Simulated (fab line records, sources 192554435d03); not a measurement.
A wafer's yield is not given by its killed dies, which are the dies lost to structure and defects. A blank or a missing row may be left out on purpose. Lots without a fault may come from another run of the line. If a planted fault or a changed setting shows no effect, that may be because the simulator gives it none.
The same fault as seen by 3 desks | flow n5 finfet | what lay behind the numbers comes last; until then each desk has only its own

== FOR THE TOOL OWNER'S DESK: rie metal-01 ==
The tool's own readings at N5_BEOL_M10_HM_OPEN_17 (chemistry Cl2/BCl3, target TiN, target depth 20 nm, overetch 6 nm): means of the sampled wafers that have a number, for each lot that ran on this tool. A lot is out of limits, marked OUT, if its mean lies more than 4 standard deviations from the usual mean; the brackets give that distance.
Columns: A = drypump motor current A at N5_BEOL_M10_HM_OPEN_17, usual 5.8 A; B = oes product au at N5_BEOL_M10_HM_OPEN_17, usual 0.65 a.u.; C = throttle valve pct at N5_BEOL_M10_HM_OPEN_17, usual 22.2 %
lot  | first seen here | A   | B    | C
L928 | day 9 12:55     | 6.1 | 0.65 | 22.2
L930 | day 9 20:06     | 6.1 | 0.63 | 22.2
L939 | day 12 07:24    | 5.7 | 0.68 | 22.2
L940 | day 12 12:33    | 6.0 | 0.65 | 22.2
L944 | day 13 03:35    | 5.9 | 0.65 | 22.2
This desk found nothing out of limits on any of the 5 lots.

== THE METROLOGY DESK ==
What the gauges read, lot by lot, whatever tool the lot ran on: means of the sampled wafers that have a number. A lot is out of limits, marked OUT, if its mean lies more than 4 standard deviations from the usual mean; the brackets give that distance.
Columns: A = cd nm at N5_BEOL_M10_CD_MEAS_11, usual 64.1 nm; B = M10_OVL at N5_BEOL_M10_OVL_MEAS_12, usual -0.4 nm
lot  | first seen here | A    | B
L928 | day 9 12:31     | 64.1 | -0.4
L930 | day 9 19:44     | 63.5 | -0.3
L939 | day 12 07:02    | 64.2 | 0.6
L940 | day 12 12:10    | 64.8 | -1.3
L944 | day 13 03:07    | 63.7 | -0.4
L946 | day 13 17:45    | 64.3 | 0.2
L950 | day 15 02:53    | 63.9 | -1.4
This desk found nothing out of limits on any of the 7 lots.

== THE DEFECT DESK ==
For each lot, the counts of the inspections along the route, averaged over the sampled wafers that have a number. A lot is out of limits, marked OUT, if its mean lies more than 4 standard deviations from the usual mean; the brackets give that distance.
Columns: A = raw defect count at N5_BEOL_M10_INSPECT_13, usual 406
lot  | first seen here | A
L928 | day 9 12:34     | 420
L930 | day 9 19:47     | 446
L939 | day 12 07:05    | 358
L940 | day 12 12:13    | 485
L944 | day 13 03:11    | 300
L946 | day 13 17:48    | 346
L950 | day 15 02:56    | 376
This desk found nothing out of limits on any of the 7 lots.

== TAKEN TOGETHER ==
The tool owner's desk saw nothing out of limits.
From the metrology desk's view, nothing was out of limits.
No out-of-limits result turned up at the defect desk.

== WHAT THE SIMULATOR HAD PUT IN ==
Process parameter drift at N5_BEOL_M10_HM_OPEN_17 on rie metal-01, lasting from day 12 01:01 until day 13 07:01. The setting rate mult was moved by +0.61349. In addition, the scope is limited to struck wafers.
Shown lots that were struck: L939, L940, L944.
